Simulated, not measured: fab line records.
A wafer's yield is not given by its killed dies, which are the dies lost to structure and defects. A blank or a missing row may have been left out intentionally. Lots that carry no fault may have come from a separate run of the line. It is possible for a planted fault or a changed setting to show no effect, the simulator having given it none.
Chamber matching / flow n5-finfet / rie-diel-06 running N5_BEOL_M11_ETCH_61: 4 sister chambers
The step etches SiARC in CF4, target depth 39 nm, time 65 s. 22 wafers are shown with their chamber, then 11 later ones without.

== EACH WAFER AND ITS CHAMBER ==
wafer=L075.1; chamber=1; showerhead-plenum-p-Torr (Torr)=2.17; throttle-valve-pct (%)=15.32; drypump-motor-current-A (A)=6.0
wafer=L075.4; chamber=3; showerhead-plenum-p-Torr (Torr)=2.03; throttle-valve-pct (%)=15.69; drypump-motor-current-A (A)=5.0
wafer=L075.5; chamber=3; showerhead-plenum-p-Torr (Torr)=2.03; throttle-valve-pct (%)=15.70; drypump-motor-current-A (A)=5.1
wafer=L078.2; chamber=3; showerhead-plenum-p-Torr (Torr)=2.02; throttle-valve-pct (%)=15.70; drypump-motor-current-A (A)=5.1
wafer=L078.5; chamber=0; showerhead-plenum-p-Torr (Torr)=2.16; throttle-valve-pct (%)=15.32; drypump-motor-current-A (A)=5.5
wafer=L078.6; chamber=3; showerhead-plenum-p-Torr (Torr)=2.02; throttle-valve-pct (%)=15.71; drypump-motor-current-A (A)=5.1
wafer=L082.1; chamber=1; showerhead-plenum-p-Torr (Torr)=2.17; throttle-valve-pct (%)=15.33; drypump-motor-current-A (A)=6.0
wafer=L082.2; chamber=0; showerhead-plenum-p-Torr (Torr)=2.16; throttle-valve-pct (%)=15.35; drypump-motor-current-A (A)=5.4
wafer=L082.6; chamber=0; showerhead-plenum-p-Torr (Torr)=2.16; throttle-valve-pct (%)=15.35; drypump-motor-current-A (A)=5.4
wafer=L086.1; chamber=2; showerhead-plenum-p-Torr (Torr)=2.23; throttle-valve-pct (%)=15.38; drypump-motor-current-A (A)=6.0
wafer=L086.4; chamber=0; showerhead-plenum-p-Torr (Torr)=2.16; throttle-valve-pct (%)=15.33; drypump-motor-current-A (A)=5.4
wafer=L086.5; chamber=1; showerhead-plenum-p-Torr (Torr)=2.17; throttle-valve-pct (%)=15.34; drypump-motor-current-A (A)=6.0
wafer=L085.1; chamber=2; showerhead-plenum-p-Torr (Torr)=2.22; throttle-valve-pct (%)=15.40; drypump-motor-current-A (A)=5.9
wafer=L085.2; chamber=1; showerhead-plenum-p-Torr (Torr)=2.17; throttle-valve-pct (%)=15.37; drypump-motor-current-A (A)=6.0
wafer=L085.6; chamber=1; showerhead-plenum-p-Torr (Torr)=2.17; throttle-valve-pct (%)=15.35; drypump-motor-current-A (A)=6.0
wafer=L088.1; chamber=0; showerhead-plenum-p-Torr (Torr)=2.16; throttle-valve-pct (%)=15.37; drypump-motor-current-A (A)=5.4
wafer=L088.2; chamber=2; showerhead-plenum-p-Torr (Torr)=2.22; throttle-valve-pct (%)=15.40; drypump-motor-current-A (A)=5.9
wafer=L088.5; chamber=1; showerhead-plenum-p-Torr (Torr)=2.17; throttle-valve-pct (%)=15.35; drypump-motor-current-A (A)=6.0
wafer=L090.1; chamber=2; showerhead-plenum-p-Torr (Torr)=2.22; throttle-valve-pct (%)=15.39; drypump-motor-current-A (A)=6.0
wafer=L090.4; chamber=0; showerhead-plenum-p-Torr (Torr)=2.16; throttle-valve-pct (%)=15.36; drypump-motor-current-A (A)=5.5
wafer=L090.5; chamber=1; showerhead-plenum-p-Torr (Torr)=2.17; throttle-valve-pct (%)=15.37; drypump-motor-current-A (A)=6.0
wafer=L094.1; chamber=0; showerhead-plenum-p-Torr (Torr)=2.15; throttle-valve-pct (%)=15.38; drypump-motor-current-A (A)=5.4

SIGNATURES (means of the wafers above)
reading=showerhead-plenum-p-Torr; chamber 0=2.1586; chamber 1=2.1700; chamber 2=2.2225; chamber 3=2.0250; scatter within a chamber=0.00381
reading=throttle-valve-pct; chamber 0=15.3514; chamber 1=15.3471; chamber 2=15.3925; chamber 3=15.7000; scatter within a chamber=0.0172
reading=drypump-motor-current-A; chamber 0=5.429; chamber 1=6.000; chamber 2=5.950; chamber 3=5.075; scatter within a chamber=0.042
Rule: a wafer lies at a distance from a chamber equal to the root of the sum of squares, over the readings, of (its reading less the chamber's mean, divided by the reading's scatter). If the next closest chamber is less than 2 further off than the closest, the wafer can't be placed; otherwise it belongs to the closest. The scatter: the root of (the sum of the squares of (reading less its chamber's mean) over the shown wafers, divided by (wafers less chambers)).

== WAFERS WHOSE CHAMBER IS MISSING ==
wafer=L094.2; showerhead-plenum-p-Torr (Torr)=2.16; throttle-valve-pct (%)=15.39; drypump-motor-current-A (A)=6.0
wafer=L094.4; showerhead-plenum-p-Torr (Torr)=2.22; throttle-valve-pct (%)=15.42; drypump-motor-current-A (A)=5.9
wafer=L092.1; showerhead-plenum-p-Torr (Torr)=2.27; throttle-valve-pct (%)=15.23; drypump-motor-current-A (A)=5.1
wafer=L092.3; showerhead-plenum-p-Torr (Torr)=2.16; throttle-valve-pct (%)=15.40; drypump-motor-current-A (A)=6.0
wafer=L092.5; showerhead-plenum-p-Torr (Torr)=2.27; throttle-valve-pct (%)=15.23; drypump-motor-current-A (A)=5.1
wafer=L096.1; showerhead-plenum-p-Torr (Torr)=2.15; throttle-valve-pct (%)=15.39; drypump-motor-current-A (A)=5.4
wafer=L096.2; showerhead-plenum-p-Torr (Torr)=2.16; throttle-valve-pct (%)=15.42; drypump-motor-current-A (A)=6.0
wafer=L096.3; showerhead-plenum-p-Torr (Torr)=2.27; throttle-valve-pct (%)=15.25; drypump-motor-current-A (A)=5.1
wafer=L097.2; showerhead-plenum-p-Torr (Torr)=2.27; throttle-valve-pct (%)=15.26; drypump-motor-current-A (A)=5.1
wafer=L097.4; showerhead-plenum-p-Torr (Torr)=2.15; throttle-valve-pct (%)=15.41; drypump-motor-current-A (A)=5.5
wafer=L097.6; showerhead-plenum-p-Torr (Torr)=2.16; throttle-valve-pct (%)=15.41; drypump-motor-current-A (A)=6.0

== WHICH CHAMBER EACH ONE RAN IN ==
wafer=L094.2; from the rows above=1; in truth=1
wafer=L094.4; from the rows above=2; in truth=2
wafer=L092.1; from the rows above=2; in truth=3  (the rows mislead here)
wafer=L092.3; from the rows above=1; in truth=1
wafer=L092.5; from the rows above=2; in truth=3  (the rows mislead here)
wafer=L096.1; from the rows above=0; in truth=0
wafer=L096.2; from the rows above=1; in truth=1
wafer=L096.3; from the rows above=2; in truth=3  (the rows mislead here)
wafer=L097.2; from the rows above=2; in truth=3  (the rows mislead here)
wafer=L097.4; from the rows above=0; in truth=0
wafer=L097.6; from the rows above=1; in truth=1
Placed correctly: 7 of 11. Left unplaced by these rows: 0. Wrongly placed: 4.
